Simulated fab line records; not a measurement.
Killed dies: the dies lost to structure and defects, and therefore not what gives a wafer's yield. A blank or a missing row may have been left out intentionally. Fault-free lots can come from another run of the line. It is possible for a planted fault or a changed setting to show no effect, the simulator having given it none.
Chamber matching	flow nand_harc	NHARC_P_M0_CMP_23 on cmp-02: 4 sister chambers
The step polishes, t overpolish 20 s, target thk 117.54 nm. 4 wafers are shown with their chamber, then 10 later ones without.

== WAFERS, EACH WITH ITS CHAMBER ==
wafer	chamber	motor_current_A (A)
L080.6	1	12.4
L085.2	3	12.5
L087.1	0	11.3
L087.3	2	11.3

== WAFERS WITHOUT THEIR CHAMBER ==
wafer	motor_current_A (A)
L087.4	12.3
L090.1	11.5
L090.3	12.4
L090.4	11.9
L092.1	13.2
L092.2	11.3
L092.5	11.3
L094.1	10.9
L094.2	12.9
L094.5	11.9

== WHICH CHAMBER EACH ONE RAN IN ==
wafer	from the rows above	in truth
L087.4	can't be placed: 1 or 3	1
L090.1	can't be placed: 0 or 2 or 1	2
L090.3	can't be placed: 1 or 3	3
L090.4	can't be placed: 1 or 0 or 2 or 3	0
L092.1	can't be placed: 3 or 1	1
L092.2	can't be placed: 0 or 2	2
L092.5	can't be placed: 0 or 2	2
L094.1	can't be placed: 0 or 2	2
L094.2	can't be placed: 3 or 1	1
L094.5	can't be placed: 1 or 0 or 2 or 3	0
Correctly placed: 0 of 10. Cannot be placed on the basis of these rows: 10; the candidates contain the true chamber in 10. 0 placed wrongly.
How it was worked out, from the rows above alone: a wafer's distance from a chamber is the root of the sum, over the readings, of the square of ((its reading less the chamber's mean) divided by the reading's scatter). If the next closest chamber is less than 2 further off than the closest, the wafer can't be placed; otherwise it belongs to the closest. Each chamber's mean is taken over the wafers shown for it. The scatter (one wafer shown for each chamber): square how far every hidden wafer sits from the nearest shown wafer, average those squares and take the square root.
